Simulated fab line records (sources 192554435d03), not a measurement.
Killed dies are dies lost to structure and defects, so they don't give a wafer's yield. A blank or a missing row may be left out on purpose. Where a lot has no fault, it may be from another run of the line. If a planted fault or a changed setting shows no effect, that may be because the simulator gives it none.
Chamber matching -- flow n5-finfet -- N5_BEOL_M4_PECVD_72 on pecvd-02: 3 sister chambers
The step deposits SiO2 from TEOS/O2, target thk 16 nm, time 18 s. 22 wafers are shown with their chamber, then 11 later ones without.

## WAFERS WITH THEIR CHAMBER
wafer,chamber,throttle-valve-pct (%),heater-power-w (W),heater-power-outer-w (W)
L075.1,0,21.7,677,390
L075.3,1,22.5,810,474
L075.6,2,20.4,521,336
L076.1,2,20.3,548,354
L076.3,0,22.4,758,452
L076.4,2,20.5,555,356
L079.1,1,22.2,800,462
L079.4,0,22.0,605,356
L079.6,2,20.5,553,346
L086.1,1,22.4,848,486
L086.2,0,22.2,643,355
L086.3,2,20.3,508,333
L087.1,2,20.4,589,379
L087.2,1,22.5,893,529
L087.6,1,22.7,881,525
L088.1,2,20.7,610,396
L088.4,2,20.5,610,395
L088.6,1,22.4,826,486
L090.3,2,20.5,562,368
L090.4,1,22.7,830,488
L090.5,2,20.5,564,381
L092.2,2,20.7,550,347

SIGNATURES (means of the wafers above)
reading,chamber 0,chamber 1,chamber 2,scatter within a chamber
throttle-valve-pct,22.075,22.486,20.482,0.182
heater-power-w,670.75,841.14,560.91,40.1
heater-power-outer-w,388.25,492.86,362.82,28.1
Rule: distance of a wafer from a chamber = root of the sum over the readings of ((wafer's reading minus chamber's mean) / reading's scatter) squared. The wafer belongs to the nearest chamber; if the next one is less than 2 further off, it can't be placed. The scatter is the square root of a quotient: the sum, over the shown wafers, of each reading's squared deviation from its chamber's mean, divided by wafers minus chambers.

## WAFERS MISSING THEIR CHAMBER
wafer,throttle-valve-pct (%),heater-power-w (W),heater-power-outer-w (W)
L092.3,22.5,899,534
L092.5,22.1,744,446
L094.1,22.3,677,389
L094.3,22.4,896,541
L094.4,22.3,877,524
L093.1,22.2,727,420
L093.4,22.4,716,404
L093.6,22.4,768,461
L096.3,22.3,650,368
L096.4,20.5,596,396
L096.5,22.1,665,376

## WHICH CHAMBER EACH ONE RAN IN
wafer,from the rows above,in truth
L092.3,1,1
L092.5,can't be placed: 0 or 1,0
L094.1,0,0
L094.3,1,1
L094.4,1,1
L093.1,0,0
L093.4,0,0
L093.6,can't be placed: 1 or 0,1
L096.3,0,0
L096.4,2,2
L096.5,0,0
Placed correctly: 9 of 11. These rows do not allow placing 2 (true chamber among the candidates in 2). Placed wrongly: 0.
